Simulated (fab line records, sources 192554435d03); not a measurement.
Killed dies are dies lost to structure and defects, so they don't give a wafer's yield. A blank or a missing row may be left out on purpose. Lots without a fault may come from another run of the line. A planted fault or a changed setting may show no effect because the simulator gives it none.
Which tool did it? | flow n5_finfet | 10 lots, 29 wafers sampled, at 4 steps of a route of 1938

WHAT THE GAUGES READ, wafer by wafer
N5_BEOL_M8_THK_MEAS_01.
lot  | measured     | on            | M8_ILD_THK (nm)
L696 | day 9 21:15  | film_metro-02 | 156.6 155.8 154.3
L697 | day 10 09:34 | film_metro-01 | 151.5 155.0 155.7
L699 | day 10 15:17 | film_metro-02 | 155.0 157.6 158.2
L698 | day 10 21:10 | film_metro-02 | 153.5 155.8 156.3
L700 | day 11 00:05 | film_metro-01 | 154.4 156.2 155.8
L705 | day 12 02:53 | film_metro-01 | 154.7 157.5 157.0
L707 | day 13 04:19 | film_metro-01 | 154.3 156.6 156.4
L708 | day 13 04:46 | film_metro-01 | 155.1 156.9 157.3
L714 | day 14 07:29 | film_metro-01 | 152.3 151.3
L719 | day 15 14:16 | film_metro-02 | 154.9 157.9 157.0

WHICH TOOL RAN EACH LOT (tool, then ch and the chambers of the sampled wafers, then the start)
lot  | N5_BEOL_M7_ETCH_41                            | N5_BEOL_M7_ALD_77                   | N5_BEOL_M7_CMP_52
L696 | rie_diel-02 ch 0,1,2, day 9 19:08 or earlier  | ald_metal-01 ch 0,1,3, day 9 19:08  | cmp-01 ch 0,1,3, day 9 20:13
L697 | rie_diel-02 ch 1,3, day 10 05:20 or earlier   | ald_metal-02 ch 2,3, day 10 05:20   | cmp-03 ch 0,3, day 10 08:28
L699 | rie_diel-06 ch 2,3, day 10 12:38 or earlier   | ald_metal-01 ch 0,1,3, day 10 12:38 | cmp-03 ch 0,1,2, day 10 14:14
L698 | rie_diel-05 ch 0,2,3, day 10 15:59 or earlier | ald_metal-01 ch 0,2,3, day 10 15:59 | cmp-03 ch 0,1,3, day 10 20:05
L700 | rie_diel-02 ch 2,3, day 10 20:20 or earlier   | ald_metal-03 ch 1,3, day 10 20:20   | cmp-03 ch 1,3, day 10 23:01
L705 | rie_diel-06 ch 0,1,3, day 11 23:22 or earlier | ald_metal-01 ch 2,3, day 11 23:22   | cmp-01 ch 1,2,3, day 12 01:53
L707 | rie_diel-06 ch 2,3, day 13 00:14 or earlier   | ald_metal-02 ch 1,2,3, day 13 00:14 | cmp-03 ch 1,2, day 13 01:23
L708 | rie_diel-05 ch 0,1,2, day 13 00:49 or earlier | ald_metal-01 ch 1,2,3, day 13 00:49 | cmp-03 ch 0,2,3, day 13 02:13
L714 | rie_diel-06 ch 0,1, day 14 04:30 or earlier   | ald_metal-03 ch 0,1, day 14 04:30   | cmp-03 ch 0,2, day 14 06:25
L719 | rie_diel-05 ch 0,3, day 15 12:02 or earlier   | ald_metal-03 ch 0,2, day 15 12:02   | cmp-04 ch 0,3, day 15 13:12
- N5_BEOL_M7_ETCH_41: etches SiCN in CH3F/O2, target depth 31.9 nm, time 57.8 s.
- N5_BEOL_M7_ALD_77: deposits TaN, target thk 2 nm, pulse time 2 s, purge time 3 s.
- N5_BEOL_M7_CMP_52: polishes, stops on SiCOH lowk, t overpolish 6.9 s, target thk 80 nm.

WHAT THE TOOLS THEMSELVES READ (means of the sampled wafers that have a number; where no wafer has one, the mark that the record gives instead)
N5_BEOL_M7_ETCH_41.
lot  | tool        | drypump_motor_current_A (A) | oes_product_au (a.u.) | rf_vpp_V (V) | showerhead_plenum_p_Torr (Torr) | throttle_valve_pct (%)
L696 | rie_diel-02 | 5.7                         | 0.75                  | 298.5        | 2.03                            | 16.42
L697 | rie_diel-02 | 6.0                         | 0.76                  | 299.8        | 2.06                            | 16.57
L699 | rie_diel-06 | 5.7                         | 0.79                  | 296.3        | 1.98                            | 16.41
L698 | rie_diel-05 | 5.9                         | 0.77                  | 297.3        | 2.01                            | 16.24
L700 | rie_diel-02 | 5.5                         | 0.75                  | 296.6        | 1.95                            | 16.32
L705 | rie_diel-06 | 5.7                         | 0.82                  | 297.6        | 2.02                            | 16.35
L707 | rie_diel-06 | 5.5                         | 0.84                  | 297.6        | 2.06                            | 16.19
L708 | rie_diel-05 | 5.8                         | 0.75                  | 297.6        | 2.00                            | 16.30
L714 | rie_diel-06 | 5.8                         | 0.76                  | 296.4        | 1.96                            | 16.59
L719 | rie_diel-05 | 6.0                         | 0.74                  | 296.3        | 1.98                            | 16.37

N5_BEOL_M7_ALD_77.
lot  | tool         | chamber_pressure_Torr (Torr) | heater_power_w (W) | precursor_vessel_carrier_sccm (sccm) | susceptor_temp_C (C)
L696 | ald_metal-01 | 2.997                        | 469                | 1000                                 | 274.92
L697 | ald_metal-02 | 2.998                        | 375                | 1001                                 | 275.05
L699 | ald_metal-01 | 3.004                        | 471                | 1001                                 | 274.86
L698 | ald_metal-01 | 3.006                        | 455                | 1000                                 | 275.11
L700 | ald_metal-03 | 3.002                        | 460                | 1002                                 | 274.95
L705 | ald_metal-01 | 2.998                        | 484                | 1002                                 | 275.06
L707 | ald_metal-02 | 2.994                        | 394                | 999                                  | 275.16
L708 | ald_metal-01 | 2.998                        | 498                | 998                                  | 275.04
L714 | ald_metal-03 | 2.992                        | 408                | 995                                  | 275.19
L719 | ald_metal-03 | 3.001                        | 355                | 1001                                 | 275.07

N5_BEOL_M7_CMP_52.
lot  | tool   | barrier_field_endpoint_s (s) | clearing_platen_down_force_psi (psi) | motor_current_A (A) | overpolish_run_s (s) | platen_rpm (rpm) | time_to_endpoint_s (s)
L696 | cmp-01 | 28.8                         | 1.5020                               | 6.1                 | 6.898                | 49.98            | 65.0
L697 | cmp-03 | 28.8                         | 1.4996                               | 7.1                 | 6.893                | 49.99            | 60.8
L699 | cmp-03 | 29.2                         | 1.5015                               | 5.9                 | 6.897                | 49.99            | 64.8
L698 | cmp-03 | 28.0                         | 1.5005                               | 6.5                 | 6.897                | 50.00            | 61.0
L700 | cmp-03 | 28.4                         | 1.4997                               | 6.5                 | 6.900                | 49.96            | 62.5
L705 | cmp-01 | 29.0                         | 1.4960                               | 5.9                 | 6.908                | 49.99            | 62.2
L707 | cmp-03 | 28.8                         | 1.5001                               | 6.2                 | 6.901                | 49.97            | 64.7
L708 | cmp-03 | 29.1                         | 1.5026                               | 6.7                 | 6.894                | 49.99            | 61.7
L714 | cmp-03 | 22.8                         | 1.4964                               | 6.0                 | 6.899                | 50.03            | 48.5
L719 | cmp-04 | 28.1                         | 1.5018                               | 5.5                 | 6.893                | 50.03            | 61.0

THE ANSWER, worked out from the rows above alone
Rule: what is usual is taken from the lots themselves. Put in order of their means at a reading, lots are off if they are a third of the lots or fewer, leave a main group of 4 or more, and stand apart from it by a gap of 3 or more times the standard deviation of the main group's means; of several such gaps the widest counts. A main group whose means are all the same, to the digits that the tables above print for the reading, isn't used. A lot without any number at a reading at which 4 lots or more have one is off too. The other lots that the step has rows for count as sound. The gauges are gone through in route order, then the tools' own readings, and for those a lot's mean is taken as printed above. The first step at which some lot is off is used, and at that step the reading that is off furthest; a lot without a number counts as furthest.
Off: L714, at N5_BEOL_M7_CMP_52 (barrier_field_endpoint_s). The main group: mean 28.7 s, standard deviation 0.4.
A tool fits if, at that step or a process step before it, it ran every lot that is off, and no sound lot after the first of them. N5_BEOL_M7_ETCH_41 gives no start for some lots, so the hours and the order of its lots are those of N5_BEOL_M7_ALD_77. Can't be told from this: 2 tools fit, rie_diel-06 at N5_BEOL_M7_ETCH_41, cmp-03 at N5_BEOL_M7_CMP_52.

WHAT THE SIMULATOR HAD PUT IN
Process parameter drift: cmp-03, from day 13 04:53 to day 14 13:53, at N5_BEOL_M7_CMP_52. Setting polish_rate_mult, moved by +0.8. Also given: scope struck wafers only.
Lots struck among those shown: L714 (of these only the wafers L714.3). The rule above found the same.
